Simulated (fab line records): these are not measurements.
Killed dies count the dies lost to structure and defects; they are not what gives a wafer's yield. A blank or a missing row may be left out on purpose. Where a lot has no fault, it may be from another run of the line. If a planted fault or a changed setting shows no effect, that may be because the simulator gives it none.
What tool caused it? + flow nand harc + 13 lots, 39 wafers sampled, at 5 steps of a route of 1159

== WHAT EACH GAUGE READ, for each wafer ==
NHARC_P_ZERO_WELL_CD_MEAS_11 targets a cd of 500 nm. Usual: 500.6 nm for cd nm, sd 1.6.
| lot  | measured    | on        | cd nm (nm)        | flag |
|------|-------------|-----------|-------------------|------|
| L427 | day 2 01:22 | cd sem-01 | 500.0 498.2 501.5 |      |
| L428 | day 2 07:19 | cd sem-01 | 502.0 500.0 498.5 |      |
| L429 | day 2 13:14 | cd sem-03 | 500.3 501.4 499.6 |      |
| L430 | day 2 19:14 | cd sem-03 | 504.0 500.3 501.6 |      |
| L431 | day 3 01:08 | cd sem-03 | 498.0 502.5 501.7 |      |
| L432 | day 3 07:14 | cd sem-01 | 500.1 498.6 501.0 |      |
| L433 | day 3 13:14 | cd sem-03 | 504.4 501.1 502.1 |      |
| L435 | day 4 01:14 | cd sem-01 | 501.6 498.4 499.8 |      |
| L439 | day 5 01:14 | cd sem-01 | 500.4 501.3 500.1 |      |
| L444 | day 6 07:11 | cd sem-01 | 501.9 500.1 502.5 |      |
| L445 | day 6 13:18 | cd sem-02 | 502.4 501.9 500.9 |      |
| L447 | day 7 01:09 | cd sem-02 | 502.0 501.8 500.7 |      |
| L448 | day 7 07:20 | cd sem-03 | 499.6 498.6 503.6 |      |

NHARC_P_GATE_CD_MEAS_26 targets a cd of 120 nm. Usual: 120.1 nm for cd nm, sd 0.71.
| lot  | measured     | on        | cd nm (nm)        | flag |
|------|--------------|-----------|-------------------|------|
| L427 | day 5 11:32  | cd sem-01 | 120.9 119.6 119.9 |      |
| L428 | day 5 11:23  | cd sem-02 | 119.1 120.2 119.2 |      |
| L429 | day 5 22:38  | cd sem-03 | 119.7 120.1 120.0 |      |
| L430 | day 6 10:40  | cd sem-03 | 120.3 119.4 118.8 |      |
| L431 | day 6 10:31  | cd sem-02 | 122.0 120.3 121.9 |      |
| L432 | day 6 10:17  | cd sem-01 | 119.4 120.8 120.1 |      |
| L433 | day 6 18:29  | cd sem-02 | 120.4 119.7 120.0 |      |
| L435 | day 6 23:18  | cd sem-03 | 120.4 119.7 120.1 |      |
| L439 | day 7 21:41  | cd sem-01 | 120.4 120.2 119.7 |      |
| L444 | day 9 07:33  | cd sem-01 | 120.6 120.9 119.8 |      |
| L445 | day 9 19:11  | cd sem-02 | 121.0 119.3 120.2 |      |
| L447 | day 10 08:54 | cd sem-02 | 120.2 120.2 120.7 |      |
| L448 | day 10 13:17 | cd sem-01 | 121.0 120.3 119.1 |      |

NHARC_END_SORT_01. Usual: killed at array 26, standard deviation 10; killed at other 0.8, standard deviation 1.1; killed at periphery 3.3, standard deviation 2.6; killed dies 30, standard deviation 11; killed open 3.4, standard deviation 1.8; killed short 2.0, standard deviation 1.3.
| lot  | measured     | on        | killed at array | killed at other | killed at periphery | killed dies | killed open | killed short | flag |
|------|--------------|-----------|-----------------|-----------------|---------------------|-------------|-------------|--------------|------|
| L433 | day 21 10:20 | prober-02 | 21 19 22        | 0 0 0           | 5 4 3               | 26 23 25    | 7 3 4       | 1 2 2        |      |
| L445 | day 23 20:22 | prober-02 | 18 23 24        | 0 0 0           | 8 3 1               | 26 26 25    | 3 3 3       | 1 1 3        |      |

== WHICH TOOL RAN EACH LOT (tool, then ch and the chambers of the sampled wafers, then the start) ==
| lot  | NHARC_P_ZERO_WELL_ETCH_62         | NHARC_P_STI_DESCUM_14             |
|------|-----------------------------------|-----------------------------------|
| L427 | rie diel-05 ch 1,3, day 2 01:42   | rie diel-12 ch 0,1,2, day 3 05:50 |
| L428 | rie diel-07 ch 0,2,3, day 2 07:40 | rie diel-02 ch 0,1,2, day 3 06:00 |
| L429 | rie diel-05 ch 0,2,3, day 2 13:35 | rie diel-12 ch 0,1,3, day 3 12:16 |
| L430 | rie diel-10 ch 0,1,2, day 2 19:37 | rie diel-12 ch 1,2,3, day 4 04:17 |
| L431 | rie diel-05 ch 2,3, day 3 01:28   | rie diel-02 ch 0,3, day 4 04:22   |
| L432 | rie diel-05 ch 0,1,2, day 3 07:35 | rie diel-01 ch 0,1, day 4 04:19   |
| L433 | rie diel-05 ch 0,3, day 3 13:35   | rie diel-02 ch 0,2,3, day 4 12:17 |
| L435 | rie diel-07 ch 0,2, day 4 01:34   | rie diel-01 ch 0,1,2, day 4 20:23 |
| L439 | rie diel-10 ch 0,1,3, day 5 01:35 | rie diel-02 ch 1,2,3, day 5 22:59 |
| L444 | rie diel-05 ch 1,3, day 6 07:33   | rie diel-02 ch 0,1, day 7 01:49   |
| L445 | rie diel-05 ch 0,1,3, day 6 13:40 | rie diel-01 ch 0,2, day 7 12:31   |
| L447 | rie diel-07 ch 0,2,3, day 7 01:29 | rie diel-12 ch 1,2,3, day 8 01:08 |
| L448 | rie diel-10 ch 0,3, day 7 07:40   | rie diel-01 ch 1,2,3, day 8 08:16 |
- NHARC_P_ZERO_WELL_ETCH_62: etches the open film in CHF3/Ar, target depth 13 nm, time 6.5 s.
- NHARC_P_STI_DESCUM_14: chemistry O2, time 3 s.

== WHAT THE TOOLS THEMSELVES READ (means of the sampled wafers that have a number; where no wafer has one, the mark that the record gives instead) ==
NHARC_P_ZERO_WELL_ETCH_62. Usual: chamber pressure mTorr 25.002 mTorr, standard deviation 0.021; drypump motor current A 5.7 A, standard deviation 0.43; oes product au 0.962 a.u., standard deviation 0.019; rf vpp V 371.3 V, standard deviation 1.9; showerhead plenum p Torr 2.37 Torr, standard deviation 0.085; throttle valve pct 20.217 %, standard deviation 0.0087.
| lot  | tool        | chamber pressure mTorr (mTorr) | drypump motor current A (A) | oes product au (a.u.) | rf vpp V (V) | showerhead plenum p Torr (Torr) | throttle valve pct (%) | flag |
|------|-------------|--------------------------------|-----------------------------|-----------------------|--------------|---------------------------------|------------------------|------|
| L427 | rie diel-05 | 24.991                         | 5.9                         | 0.963                 | 371.4        | 2.38                            | 20.221                 |      |
| L428 | rie diel-07 | 25.023                         | 6.4                         | 0.932                 | 370.4        | 2.34                            | 20.226                 |      |
| L429 | rie diel-05 | 24.979                         | 5.6                         | 0.971                 | 372.0        | 2.40                            | 20.221                 |      |
| L430 | rie diel-10 | 24.991                         | 5.5                         | 0.958                 | 368.9        | 2.28                            | 20.217                 |      |
| L431 | rie diel-05 | 25.003                         | 5.5                         | 0.950                 | 372.3        | 2.43                            | 20.217                 |      |
| L432 | rie diel-05 | 24.995                         | 5.4                         | 0.973                 | 372.7        | 2.44                            | 20.211                 |      |
| L433 | rie diel-05 | 25.010                         | 5.9                         | 0.961                 | 371.5        | 2.36                            | 20.216                 |      |
| L435 | rie diel-07 | 24.994                         | 6.3                         | 0.968                 | 369.9        | 2.28                            | 20.215                 |      |
| L439 | rie diel-10 | 25.011                         | 5.3                         | 0.968                 | 370.3        | 2.32                            | 20.213                 |      |
| L444 | rie diel-05 | 24.996                         | 5.7                         | 1.155                 | 372.4        | 2.42                            | 20.205                 | OFF  |
| L445 | rie diel-05 | 24.995                         | 5.7                         | 1.168                 | 371.4        | 2.40                            | 20.217                 | OFF  |
| L447 | rie diel-07 | 25.022                         | 6.4                         | 0.967                 | 370.5        | 2.33                            | 20.221                 |      |
| L448 | rie diel-10 | 25.007                         | 5.2                         | 0.979                 | 369.8        | 2.29                            | 20.217                 |      |

NHARC_P_STI_DESCUM_14. Usual: chamber pressure mTorr 60.01 mTorr, standard deviation 0.13; drypump motor current A 5.7 A, standard deviation 0.62; oes product au 1.002 a.u., standard deviation 0.01; rf vpp V 57.8 V, standard deviation 0.91; showerhead plenum p Torr 1.91 Torr, standard deviation 0.087; throttle valve pct 11.312 %, standard deviation 0.0091.
| lot  | tool        | chamber pressure mTorr (mTorr) | drypump motor current A (A) | oes product au (a.u.) | rf vpp V (V) | showerhead plenum p Torr (Torr) | throttle valve pct (%) | flag |
|------|-------------|--------------------------------|-----------------------------|-----------------------|--------------|---------------------------------|------------------------|------|
| L427 | rie diel-12 | 59.99                          | 5.5                         | 1.002                 | 57.4         | 1.89                            | 11.312                 |      |
| L428 | rie diel-02 | 59.95                          | 6.2                         | 0.990                 | 57.5         | 1.93                            | 11.301                 |      |
| L429 | rie diel-12 | 59.96                          | 5.6                         | 0.998                 | 57.4         | 1.87                            | 11.305                 |      |
| L430 | rie diel-12 | 60.01                          | 5.2                         | 1.000                 | 58.5         | 1.87                            | 11.316                 |      |
| L431 | rie diel-02 | 60.03                          | 6.7                         | 0.997                 | 57.1         | 1.83                            | 11.312                 |      |
| L432 | rie diel-01 | 60.01                          | 5.4                         | 1.005                 | 57.8         | 2.03                            | 11.318                 |      |
| L433 | rie diel-02 | 60.03                          | 6.4                         | 1.000                 | 57.8         | 1.84                            | 11.309                 |      |
| L435 | rie diel-01 | 60.02                          | 5.3                         | 1.007                 | 58.1         | 2.00                            | 11.303                 |      |
| L439 | rie diel-02 | 59.98                          | 6.1                         | 1.000                 | 57.3         | 1.91                            | 11.317                 |      |
| L444 | rie diel-02 | 59.98                          | 6.1                         | 1.004                 | 57.5         | 1.98                            | 11.312                 |      |
| L445 | rie diel-01 | 59.97                          | 5.1                         | 1.006                 | 58.1         | 2.01                            | 11.314                 |      |
| L447 | rie diel-12 | 60.02                          | 5.2                         | 1.001                 | 56.6         | 1.87                            | 11.309                 |      |
| L448 | rie diel-01 | 60.02                          | 5.4                         | 1.010                 | 57.7         | 1.96                            | 11.311                 |      |

== THE ANSWER, worked out from the rows above alone ==
Rule: a lot is off if the mean of its wafers that have a number lies more than 3 standard deviations from the usual mean. Also off: a lot with no number at a reading for which 4 or more lots have one. The other lots that the step has rows for count as sound. First the gauges in route order, then the tools' own readings, where a lot's mean is used as printed above. At the first step where some lot is off, the reading lying furthest off is the one used; lots without a number count as furthest.
Off, at NHARC_P_ZERO_WELL_ETCH_62 on oes product au: L444, L445.
A tool fits if, at that step or a process step before it, it ran every lot that is off, and no sound lot after the first of them. One candidate fits, namely rie diel-05 at NHARC_P_ZERO_WELL_ETCH_62. Its last sound lot is L433 (day 3 13:35), its first lot that is off L444 (day 6 07:33): a fault that began between those two fits.
The tool's own readings at NHARC_P_ZERO_WELL_ETCH_62 bear it out: on the lots that are off they differ by more than 5 times the standard deviation of the sound lots' means. oes product au reads 1.161 a.u. there against 0.963 a.u. on the sound lots.

== WHAT HAD BEEN PUT IN BY THE SIMULATOR ==
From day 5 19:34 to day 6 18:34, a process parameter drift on rie diel-05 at NHARC_P_ZERO_WELL_ETCH_62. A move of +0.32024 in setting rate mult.
Struck lots among those shown: L444, L445. This agrees with what the rule above found.
